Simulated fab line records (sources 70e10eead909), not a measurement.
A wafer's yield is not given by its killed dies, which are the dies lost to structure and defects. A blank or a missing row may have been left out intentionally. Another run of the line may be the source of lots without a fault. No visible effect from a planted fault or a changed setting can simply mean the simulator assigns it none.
What tool caused it?	flow nand_harc	Sampling: 13 lots, 39 wafers, 6 of 1159 route steps

## WHAT THE GAUGES SHOWED, per wafer
NHARC_A_ZERO_WELL_INSPECT_17.
lot	measured	on	raw_defect_count
L756	day 6 09:45	defect_inspect-02	5 6 5
L758	day 7 08:35	defect_inspect-01	16 11 14
L759	day 7 08:47	defect_inspect-01	18 16 5
L761	day 7 23:22	defect_inspect-02	9 7 7
L760	day 8 00:07	defect_inspect-01	15 20 10
L763	day 8 13:43	defect_inspect-01	9 19 22
L764	day 8 14:50	defect_inspect-02	6 6 8
L766	day 8 21:48	defect_inspect-01	9 6 10
L769	day 10 00:25	defect_inspect-02	10 9 6
L768	day 10 00:57	defect_inspect-01	5 12 11
L772	day 10 23:00	defect_inspect-02	1 14 11
L774	day 11 00:40	defect_inspect-01	17 9 7
L777	day 11 19:49	defect_inspect-02	1 10 10

NHARC_A_ONON_D1_THK_MEAS_30: measures by ellipsometry.
lot	measured	on	thk_nm (nm)
L756	day 7 20:25	film_metro-01	994 996 998
L758	day 8 19:26	film_metro-01	983 981 983
L759	day 8 19:27	film_metro-02	984 986 984
L761	day 9 10:56	film_metro-02	1007 1008 1008
L760	day 9 10:52	film_metro-01	1007 1007 1007
L763	day 10 00:52	film_metro-02	998 998 995
L764	day 10 00:51	film_metro-01	995 995 996
L766	day 10 08:37	film_metro-02	1017 1016 1015
L769	day 11 10:08	film_metro-02	1003 1003 1003
L768	day 11 10:21	film_metro-01	1005 1005 1004
L772	day 12 06:23	film_metro-02	1545 1002 1002
L774	day 12 15:21	film_metro-02	1547 1002 1003
L777	day 13 04:23	film_metro-02	998 998 997

NHARC_END_SORT_01.
lot	measured	on	killed_at_array	killed_at_other	killed_at_periphery	killed_dies	killed_open	killed_short
L772	day 23 20:14	prober-01	675 26 25	2 3 3	0 4 5	677 33 33	2 3 6	0 1 2
L774	day 24 02:37	prober-02	672 39 41	0 0 0	5 3 1	677 42 42	1 7 2	3 1 3

## WHAT TOOL EACH LOT RAN ON (gives the tool, then ch and the chambers of the sampled wafers, and finally the start)
lot	NHARC_A_ZERO_WELL_ETCH_19	NHARC_A_ONON_D1_DEP_28	NHARC_A_CHANNEL_HOLE_D1_DEP_01
L756	rie_diel-03 ch 1,3, day 6 08:32	pecvd_onon-04 ch 0, day 7 19:55	pecvd-02 ch 0,2, day 8 02:22
L758	rie_diel-03 ch 0,2,3, day 7 07:23	pecvd_onon-01 ch 0, day 8 19:01	pecvd-04 ch 0,1, day 8 22:40
L759	rie_diel-03 ch 0,1,2, day 7 07:33	pecvd_onon-03 ch 0, day 8 18:55	pecvd-01 ch 0,2, day 8 22:47
L761	rie_diel-12 ch 0,1,2, day 7 22:10	pecvd_onon-03 ch 0, day 9 10:23	pecvd-02 ch 0,2, day 9 13:40
L760	rie_diel-03 ch 1,2, day 7 22:53	pecvd_onon-04 ch 0, day 9 10:31	pecvd-02 ch 0,1,2, day 9 13:33
L763	rie_diel-03 ch 1,2, day 8 12:24	pecvd_onon-04 ch 0, day 10 00:22	pecvd-02 ch 0,2, day 10 05:49
L764	rie_diel-02 ch 0,1,2, day 8 13:37	pecvd_onon-01 ch 0, day 10 00:21	pecvd-04 ch 1,2, day 10 04:37
L766	rie_diel-12 ch 0,1,3, day 8 20:34	pecvd_onon-04 ch 0, day 10 08:08	pecvd-02 ch 0,1, day 10 12:17
L769	rie_diel-02 ch 0,1,2, day 9 23:09	pecvd_onon-03 ch 0, day 11 09:38	pecvd-04 ch 0,1, day 11 13:46
L768	rie_diel-12 ch 0,1,3, day 9 23:43	pecvd_onon-01 ch 0, day 11 09:54	pecvd-01 ch 0,1,2, day 11 14:13
L772	rie_diel-03 ch 0,2, day 10 21:47	pecvd_onon-01 ch 0, day 12 05:52	pecvd-04 ch 0,1, day 12 10:02
L774	rie_diel-12 ch 1,2,3, day 10 23:26	pecvd_onon-01 ch 0, day 12 14:51	pecvd-02 ch 0,1, day 12 18:08
L777	rie_diel-03 ch 1,2,3, day 11 18:33	pecvd_onon-04 ch 0, day 13 03:59	pecvd-02 ch 0,1,2, day 13 08:11
- NHARC_A_ZERO_WELL_ETCH_19: etches the open film in N2/H2, target depth 80 nm, overetch 24 nm, time 87.88 s.
- NHARC_A_ONON_D1_DEP_28: target thk 1000 nm.
- NHARC_A_CHANNEL_HOLE_D1_DEP_01: deposits SiON, target thk 140 nm.

## AS READ BY THE TOOLS THEMSELVES (means over the sampled wafers that have a number; for cases with no such wafer, the mark the record gives instead)
NHARC_A_ZERO_WELL_ETCH_19.
lot	tool	drypump_motor_current_A (A)	oes_product_au (a.u.)	rf_vpp_V (V)	showerhead_plenum_p_Torr (Torr)	throttle_valve_pct (%)
L756	rie_diel-03	5.4	1.008	427	1.96	14.174
L758	rie_diel-03	5.9	1.002	431	2.07	14.175
L759	rie_diel-03	5.6	0.991	431	2.04	14.186
L761	rie_diel-12	5.4	0.983	433	2.13	14.167
L760	rie_diel-03	5.6	0.997	430	2.02	14.170
L763	rie_diel-03	5.2	1.002	429	1.95	14.173
L764	rie_diel-02	5.5	1.008	430	2.01	14.169
L766	rie_diel-12	5.7	0.994	432	2.11	14.175
L769	rie_diel-02	5.5	1.016	430	2.01	14.181
L768	rie_diel-12	5.7	0.994	433	2.11	14.186
L772	rie_diel-03	6.0	0.997	433	2.09	14.172
L774	rie_diel-12	5.6	1.003	434	2.13	14.166
L777	rie_diel-03	5.4	1.004	430	1.99	14.173

NHARC_A_CHANNEL_HOLE_D1_DEP_01.
lot	tool	heater_power_w (W)
L756	pecvd-02	690
L758	pecvd-04	884
L759	pecvd-01	645
L761	pecvd-02	679
L760	pecvd-02	717
L763	pecvd-02	695
L764	pecvd-04	795
L766	pecvd-02	643
L769	pecvd-04	801
L768	pecvd-01	717
L772	pecvd-04	802
L774	pecvd-02	697
L777	pecvd-02	730

## THE ANSWER, worked out from the rows above alone
Rule: usual is defined by the lots themselves. Put in order of their means at a reading, lots are off if they are a third of the lots or fewer, leave a main group of 4 or more, and stand apart from it by a gap of 3 or more times the standard deviation of the main group's means; of several such gaps the widest counts. The tables above print the reading to a certain number of digits; a main group whose means all agree to those digits is not used. Also off: a lot with no number at a reading for which 4 or more lots have one. Where the step has rows for the other lots, those lots are counted as sound. The gauges are gone through in route order, then the tools' own readings, and for those a lot's mean is taken as printed above. The first step at which some lot is off is used, and at that step the reading that is off furthest; a lot without a number counts as furthest.
Off: L772, L774, at NHARC_A_ONON_D1_THK_MEAS_30 (thk_nm). The main group has a mean of 999 nm with a standard deviation of 9.5.
If a tool, at a process step before that reading, ran all the lots that are off and no sound lot after the first of them, it fits. Those tools and the gauges at NHARC_A_ONON_D1_THK_MEAS_30 are tried in the same way. One candidate fits, namely pecvd_onon-01 at NHARC_A_ONON_D1_DEP_28. Its last sound lot is L768 (day 11 09:54), its first lot that is off L772 (day 12 05:52): a fault that began between those two fits.

## WHAT THE SIMULATOR HAD INSERTED
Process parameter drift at NHARC_A_ONON_D1_DEP_28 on pecvd_onon-01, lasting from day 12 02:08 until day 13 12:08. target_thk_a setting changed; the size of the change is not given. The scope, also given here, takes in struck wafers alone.
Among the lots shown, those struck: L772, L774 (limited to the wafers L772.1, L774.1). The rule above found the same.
